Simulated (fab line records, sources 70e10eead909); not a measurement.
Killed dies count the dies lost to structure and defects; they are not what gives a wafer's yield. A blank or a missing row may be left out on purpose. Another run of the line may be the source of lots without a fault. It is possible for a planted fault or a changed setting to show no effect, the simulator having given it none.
Matching of chambers    flow nandHarc    NHARC_A_STAIRCASE_TRIM_220 on rieDiel-03: 4 sister chambers
The step chemistry O2, time 211.2 s. 14 wafers are shown with their chamber, then 7 later ones without.

== EACH WAFER AND ITS CHAMBER ==
wafer   chamber  showerheadPlenumPTorr (Torr)  drypumpMotorCurrentA (A)  oesProductAu (a.u.)
L077.1  1        3.47                          6.3                       0.991
L077.2  0        3.49                          6.1                       1.005
L077.4  3        3.67                          6.2                       0.991
L077.3  2        3.73                          6.0                       1.010
L077.5  0        3.49                          6.1                       1.013
L077.6  3        3.67                          6.1                       1.003
L078.3  3        3.67                          6.1                       0.991
L078.4  0        3.49                          6.1                       1.016
L078.5  1        3.46                          6.3                       1.000
L085.2  3        3.66                          6.2                       0.984
L085.5  3        3.66                          6.2                       0.989
L085.6  0        3.48                          6.1                       1.024
L087.3  2        3.72                          6.0                       1.008
L087.5  3        3.65                          6.3                       0.990

SIGNATURES, as means of the wafers listed above
reading                chamber 0  chamber 1  chamber 2  chamber 3  scatter within a chamber
showerheadPlenumPTorr  3.4875     3.4650     3.7250     3.6633     0.00713
drypumpMotorCurrentA   6.100      6.300      6.000      6.183      0.0532
oesProductAu           1.01450    0.99550    1.00900    0.99133    0.00652
Rule: distance of a wafer from a chamber = root of the sum over the readings of ((wafer's reading minus chamber's mean) / reading's scatter) squared. The wafer belongs to the nearest chamber; if the next one is less than 2 further off, it can't be placed. The scatter: take each reading less its chamber's mean, square it, sum over the shown wafers, divide by the number of wafers less the number of chambers, and take the root.

== WAFERS WITHOUT THEIR CHAMBER ==
wafer   showerheadPlenumPTorr (Torr)  drypumpMotorCurrentA (A)  oesProductAu (a.u.)
L087.6  3.48                          6.0                       1.013
L091.1  3.44                          6.3                       0.990
L091.2  3.47                          6.1                       1.012
L091.4  3.71                          6.1                       1.017
L092.1  3.71                          6.0                       1.005
L092.3  3.65                          6.2                       0.997
L092.5  3.65                          6.2                       0.995

== WHICH CHAMBER EACH WENT THROUGH ==
wafer   from the rows above  in truth
L087.6  0                    0
L091.1  1                    1
L091.2  0                    0
L091.4  2                    2
L092.1  2                    2
L092.3  3                    3
L092.5  3                    3
Correct placement for 7 of the 7. Not placeable from these rows: 0. Wrongly placed: 0.
